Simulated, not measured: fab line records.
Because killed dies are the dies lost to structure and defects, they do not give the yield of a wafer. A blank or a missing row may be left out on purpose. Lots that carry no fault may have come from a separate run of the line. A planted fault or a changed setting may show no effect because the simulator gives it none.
Matching of chambers + flow n5_finfet + 3 sister chambers for N5_FIN_SAQP_HM_DEP_72 on pecvd-03
The step deposits SiO2 from SiH4/N2O, target thk 12 nm, time 7.2 s. 6 wafers are shown with their chamber, then 7 later ones without.

## WAFERS PAIRED WITH THEIR CHAMBERS
| wafer  | chamber | showerhead_plenum_p_Torr (Torr) | heater_power_w (W) |
|--------|---------|---------------------------------|--------------------|
| L082.2 | 2       | 8.15                            | 818                |
| L084.1 | 0       | 8.12                            | 699                |
| L084.5 | 1       | 8.12                            | 829                |
| L084.6 | 0       | 8.12                            | 690                |
| L085.4 | 1       | 8.12                            | 882                |
| L085.5 | 2       | 8.18                            | 798                |

## WAFERS MISSING THEIR CHAMBER
| wafer  | showerhead_plenum_p_Torr (Torr) | heater_power_w (W) |
|--------|---------------------------------|--------------------|
| L085.6 | 8.14                            | 781                |
| L091.1 | 8.15                            | 862                |
| L091.3 | 8.15                            | 833                |
| L091.5 | 8.16                            | 848                |
| L093.1 | 8.16                            | 756                |
| L093.3 | 8.14                            | 782                |
| L093.4 | 8.19                            | 733                |

## WHICH CHAMBER EACH ONE RAN IN
| wafer  | from the rows above          | in truth |
|--------|------------------------------|----------|
| L085.6 | can't be placed: 2 or 1 or 0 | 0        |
| L091.1 | can't be placed: 1 or 2      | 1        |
| L091.3 | can't be placed: 2 or 1      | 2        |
| L091.5 | can't be placed: 2 or 1      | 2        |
| L093.1 | can't be placed: 2 or 0      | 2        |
| L093.3 | can't be placed: 2 or 1 or 0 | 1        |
| L093.4 | 2                            | 2        |
Correct placement for 1 of the 7. From these rows, 6 cannot be placed; in 6 the true chamber is one of the candidates. Number placed wrongly: 0.
How it was worked out, from the rows above alone: a wafer's distance from a chamber is the root of the sum, over the readings, of the square of ((its reading less the chamber's mean) divided by the reading's scatter). If the next closest chamber is less than 2 further off than the closest, the wafer can't be placed; otherwise it belongs to the closest. Each chamber's mean is taken over the wafers shown for it. The scatter is the square root of a quotient: the sum, over the shown wafers, of each reading's squared deviation from its chamber's mean, divided by wafers minus chambers.
